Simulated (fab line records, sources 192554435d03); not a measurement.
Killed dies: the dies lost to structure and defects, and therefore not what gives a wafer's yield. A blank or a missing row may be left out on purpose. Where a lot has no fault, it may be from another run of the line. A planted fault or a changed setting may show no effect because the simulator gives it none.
Which tool is to blame?    flow n5-finfet    72 wafers from 24 lots sampled at 5 of the route's 1938 steps

WHAT THE GAUGES READ, wafer by wafer
N5_SD_ACTIVATION_INSPECT_02: inspects for defects (darkfield). Usual: raw-defect-count reads 172 (standard deviation 34).
lot   measured     on                 raw-defect-count  flag
L074  day 3 11:53  defect-inspect-02  157 201 203       
L075  day 3 20:52  defect-inspect-02  172 211 218       
L076  day 3 23:23  defect-inspect-02  180 186 224       
L077  day 4 06:01  defect-inspect-01  171 156 159       
L078  day 4 12:00  defect-inspect-01  119 126 97        
L079  day 4 18:32  defect-inspect-02  154 165 131       
L080  day 5 01:09  defect-inspect-02  223 227 221       
L081  day 5 07:51  defect-inspect-02  182 212 191       
L082  day 5 11:38  defect-inspect-01  149 150 186       
L083  day 5 18:06  defect-inspect-01  138 143 148       
L084  day 5 23:47  defect-inspect-02  197 191 178       
L085  day 6 03:37  defect-inspect-02  186 231 185       
L086  day 6 13:02  defect-inspect-02  134 216 198       
L087  day 6 19:19  defect-inspect-02  155 155 126       
L088  day 6 22:19  defect-inspect-01  150 153 144       
L089  day 7 05:44  defect-inspect-01  140 139 126       
L090  day 7 14:20  defect-inspect-01  117 172 213       
L091  day 7 16:28  defect-inspect-01  125 165 130       
L092  day 7 22:47  defect-inspect-01  155 138 160       
L093  day 8 06:13  defect-inspect-02  207 211 244       
L094  day 8 11:42  defect-inspect-02  161 167 152       
L095  day 8 16:53  defect-inspect-02  136 149 142       
L096  day 8 23:01  defect-inspect-01  157 147 198       
L097  day 9 07:01  defect-inspect-02  152 224 179       

N5_ILD0_THK_MEAS_04. Usual: thk-nm reads 197.1 nm (standard deviation 1).
lot   measured     on             thk-nm (nm)        flag
L074  day 3 14:57  film-metro-01  196.0 195.1 195.2  
L075  day 3 23:56  film-metro-01  197.3 198.9 198.0  
L076  day 4 03:23  film-metro-02  196.8 197.7 198.2  
L077  day 4 08:50  film-metro-01  196.7 196.7 197.6  
L078  day 4 14:43  film-metro-02  197.3 197.4 198.5  
L079  day 4 21:13  film-metro-01  198.0 197.6 197.3  
L080  day 5 04:13  film-metro-02  196.9 196.5 196.7  
L081  day 5 10:35  film-metro-01  194.3 198.7 194.5  
L082  day 5 14:32  film-metro-02  196.5 195.7 197.1  
L083  day 5 22:04  film-metro-02  196.4 198.1 198.8  
L084  day 6 02:30  film-metro-02  197.0 197.9 197.2  
L085  day 6 06:21  film-metro-02  198.7 198.6 197.6  
L086  day 6 15:57  film-metro-01  197.7 198.0 197.2  
L087  day 6 22:26  film-metro-01  196.2 197.6 196.1  
L088  day 7 01:43  film-metro-02  196.7 196.8 196.8  
L089  day 7 08:26  film-metro-02  196.7 198.0 195.8  
L090  day 7 17:01  film-metro-02  196.9 197.6 197.0  
L091  day 7 19:10  film-metro-02  197.0 196.4 197.6  
L092  day 8 01:33  film-metro-02  198.2 196.3 196.8  
L093  day 8 10:25  film-metro-02  197.0 198.2 197.2  
L094  day 8 14:48  film-metro-02  195.7 196.9 195.0  
L095  day 8 20:40  film-metro-02  196.4 196.6 196.8  
L096  day 9 02:30  film-metro-02  196.7 198.3 197.0  
L097  day 9 10:16  film-metro-02  197.0 197.1 197.9  

N5_SDB_INSPECT_36: inspects for defects (darkfield). Usual: raw-defect-count reads 39 (standard deviation 21).
lot   measured     on                 raw-defect-count  flag
L074  day 3 23:29  defect-inspect-02  19 47 57          
L075  day 4 07:56  defect-inspect-02  77 45 39          
L076  day 4 11:59  defect-inspect-02  72 45 54          
L077  day 4 16:44  defect-inspect-01  17 11 51          
L078  day 4 23:03  defect-inspect-02  37 40 42          
L079  day 5 05:24  defect-inspect-02  31 11 38          
L080  day 5 12:55  defect-inspect-02  85 61 74          
L081  day 5 18:57  defect-inspect-02  9 12 27           
L082  day 5 23:01  defect-inspect-01  17 26 17          
L083  day 6 06:05  defect-inspect-01  37 55 51          
L084  day 6 10:44  defect-inspect-02  62 55 34          
L085  day 6 14:46  defect-inspect-02  17 30 30          
L086  day 7 00:09  defect-inspect-01  27 30 27          
L087  day 7 06:35  defect-inspect-02  37 57 24          
L088  day 7 09:35  defect-inspect-02  22 25 17          
L089  day 7 16:19  defect-inspect-02  71 77 82          
L090  day 8 01:21  defect-inspect-01  25 31 40          
L091  day 8 04:17  defect-inspect-01  15 20 19          
L092  day 8 10:02  defect-inspect-01  28 29 31          
L093  day 8 18:40  defect-inspect-01  23 26 28          
L094  day 8 23:17  defect-inspect-02  30 57 38          
L095  day 9 05:01  defect-inspect-01  31 14 12          
L096  day 9 10:50  defect-inspect-02  56 78 50          
L097  day 9 20:22  defect-inspect-01  56 39 51          

EACH LOT AND THE TOOL THAT RAN IT (in order: tool; ch and the chambers of the sampled wafers; start)
lot   N5_SDB_STRIP_22                      N5_SDB_CMP_30
L074  plasma-asher-01 ch 0,1, day 3 19:55  cmp-04 ch 0,1,2, day 3 23:13
L075  plasma-asher-02 ch 0,1, day 4 04:23  cmp-04 ch 0,3, day 4 07:40
L076  plasma-asher-01 ch 1, day 4 08:09    cmp-02 ch 0,2,3, day 4 11:42
L077  plasma-asher-01 ch 0,1, day 4 13:11  cmp-01 ch 0,2,3, day 4 16:30
L078  plasma-asher-01 ch 0,1, day 4 19:12  cmp-01 ch 1,2,3, day 4 22:44
L079  plasma-asher-01 ch 0,1, day 5 01:49  cmp-02 ch 1,2, day 5 05:07
L080  plasma-asher-01 ch 0,1, day 5 09:25  cmp-04 ch 1,2, day 5 12:35
L081  plasma-asher-01 ch 0,1, day 5 15:13  cmp-04 ch 0,2,3, day 5 18:44
L082  plasma-asher-01 ch 0,1, day 5 19:10  cmp-01 ch 1,3, day 5 22:44
L083  plasma-asher-01 ch 0,1, day 6 02:31  cmp-01 ch 0,3, day 6 05:46
L084  plasma-asher-01 ch 0,1, day 6 07:12  cmp-02 ch 0,2,3, day 6 10:28
L085  plasma-asher-02 ch 0,1, day 6 10:48  cmp-02 ch 0,1,3, day 6 14:27
L086  plasma-asher-02 ch 0, day 6 20:37    cmp-02 ch 1,3, day 6 23:52
L087  plasma-asher-02 ch 0,1, day 7 03:03  cmp-04 ch 1,2, day 7 06:16
L088  plasma-asher-02 ch 0,1, day 7 06:02  cmp-01 ch 0,1,3, day 7 09:16
L089  plasma-asher-02 ch 0,1, day 7 12:47  cmp-02 ch 0,2,3, day 7 16:02
L090  plasma-asher-02 ch 0,1, day 7 21:28  cmp-02 ch 0,1,2, day 8 01:06
L091  plasma-asher-02 ch 0,1, day 8 00:06  cmp-01 ch 0,3, day 8 03:48
L092  plasma-asher-01 ch 0,1, day 8 06:23  cmp-04 ch 0,1,2, day 8 09:47
L093  plasma-asher-02 ch 0,1, day 8 15:07  cmp-01 ch 0,1,3, day 8 18:25
L094  plasma-asher-01 ch 0,1, day 8 19:14  cmp-04 ch 0,3, day 8 22:58
L095  plasma-asher-02 ch 0, day 9 01:28    cmp-01 ch 2,3, day 9 04:41
L096  plasma-asher-01 ch 0,1, day 9 06:50  cmp-04 ch 1,2, day 9 10:31
L097  plasma-asher-01 ch 0,1, day 9 15:01  cmp-01 ch 0,2, day 9 20:05
- N5_SDB_STRIP_22: strips in N2/H2.
- N5_SDB_CMP_30: polishes, stops on poly-Si, t overpolish 1.54 s, target thk 30 nm.

AS READ BY THE TOOLS THEMSELVES (means over the sampled wafers that have a number; for cases with no such wafer, the mark the record gives instead)
N5_SDB_STRIP_22. Usual: drypump-motor-current-A 5.7 A, standard deviation 0.66; heater-power-w 327 W, standard deviation 50; oes-product-au 0.715 a.u., standard deviation 0.0046; strip-time-to-endpoint-s 96.45 s, standard deviation 0.29.
lot   tool             drypump-motor-current-A (A)  heater-power-w (W)  oes-product-au (a.u.)  strip-time-to-endpoint-s (s)  flag
L074  plasma-asher-01  5.1                          321                 0.716                  96.27                         
L075  plasma-asher-02  6.2                          323                 0.714                  96.22                         
L076  plasma-asher-01  4.7                          339                 0.717                  96.49                         
L077  plasma-asher-01  5.1                          323                 0.714                  96.36                         
L078  plasma-asher-01  5.4                          301                 0.714                  96.20                         
L079  plasma-asher-01  5.1                          320                 0.714                  96.19                         
L080  plasma-asher-01  5.4                          306                 0.717                  96.26                         
L081  plasma-asher-01  5.4                          305                 0.713                  96.54                         
L082  plasma-asher-01  5.1                          327                 0.715                  96.91                         
L083  plasma-asher-01  5.1                          328                 0.715                  96.39                         
L084  plasma-asher-01  5.4                          307                 0.714                  96.20                         
L085  plasma-asher-02  6.2                          321                 0.717                  96.56                         
L086  plasma-asher-02  6.1                          281                 0.718                  96.56                         
L087  plasma-asher-02  6.2                          324                 0.713                  96.15                         
L088  plasma-asher-02  6.2                          322                 0.711                  97.15                         
L089  plasma-asher-02  6.4                          366                 0.716                  96.55                         
L090  plasma-asher-02  6.2                          326                 0.716                  96.23                         
L091  plasma-asher-02  6.2                          325                 0.713                  96.35                         
L092  plasma-asher-01  5.1                          312                 0.717                  96.50                         
L093  plasma-asher-02  6.2                          321                 0.721                  96.47                         
L094  plasma-asher-01  5.4                          309                 0.717                  96.39                         
L095  plasma-asher-02  6.1                          279                 0.715                  96.24                         
L096  plasma-asher-01  5.4                          306                 0.712                  96.54                         
L097  plasma-asher-01  5.1                          325                 0.714                  96.44                         

N5_SDB_CMP_30. Usual: head-pressure-psi 4.149 psi, standard deviation 0.0098; motor-current-A 12.2 A, standard deviation 0.72; overpolish-run-s 1.541 s, standard deviation 0.0094; slurry-flow-ml-min 150.0, standard deviation 0.46; time-to-endpoint-s 17.0 s, standard deviation 2.
lot   tool    head-pressure-psi (psi)  motor-current-A (A)  overpolish-run-s (s)  slurry-flow-ml-min  time-to-endpoint-s (s)  flag
L074  cmp-04  4.146                    12.6                 1.541                 150.2               18.7                    
L075  cmp-04  4.140                    12.7                 1.538                 149.8               19.9                    
L076  cmp-02  4.150                    11.8                 1.545                 150.3               17.3                    
L077  cmp-01  4.149                    11.9                 1.538                 149.9               18.6                    
L078  cmp-01  4.148                    12.1                 1.544                 150.0               16.0                    
L079  cmp-02  4.151                    11.9                 1.536                 149.7               17.0                    
L080  cmp-04  4.150                    12.2                 1.543                 150.3               17.5                    
L081  cmp-04  4.147                    12.8                 1.541                 149.9               15.5                    
L082  cmp-01  4.156                    12.0                 1.538                 150.0               15.0                    
L083  cmp-01  4.157                    11.9                 1.539                 149.4               14.9                    
L084  cmp-02  4.145                    11.8                 1.537                 150.2               19.1                    
L085  cmp-02  4.152                    11.8                 1.545                 149.6               15.9                    
L086  cmp-02  4.163                    12.0                 1.545                 150.5               16.1                    
L087  cmp-04  4.143                    12.4                 1.531                 149.9               16.1                    
L088  cmp-01  4.146                    12.1                 1.539                 150.1               16.6                    
L089  cmp-02  4.149                    11.7                 1.547                 149.9               17.1                    
L090  cmp-02  4.144                    11.4                 1.537                 150.6               16.3                    
L091  cmp-01  4.148                    12.4                 1.550                 150.3               15.8                    
L092  cmp-04  4.146                    12.5                 1.540                 149.9               17.5                    
L093  cmp-01  4.139                    12.6                 1.546                 150.1               14.1                    
L094  cmp-04  4.157                    12.4                 1.550                 150.1               19.9                    
L095  cmp-01  4.141                    12.1                 1.544                 149.5               14.1                    
L096  cmp-04  4.146                    12.4                 1.538                 149.3               17.7                    
L097  cmp-01  4.148                    12.4                 1.553                 150.0               17.0                    

THE ANSWER, worked out from the rows above alone
Rule: lot off if the mean of its wafers having a number is beyond 3 standard deviations from the usual mean. Also off: a lot with no number at a reading for which 4 or more lots have one. Any other lot the step has rows for is counted as sound. The gauges are gone through in route order, then the tools' own readings, and for those a lot's mean is taken as printed above. At the first step where some lot is off, the reading lying furthest off is the one used; lots without a number count as furthest.
Nothing can be told from this: no lot is off at any reading shown.

WHAT HAD BEEN PUT IN BY THE SIMULATOR
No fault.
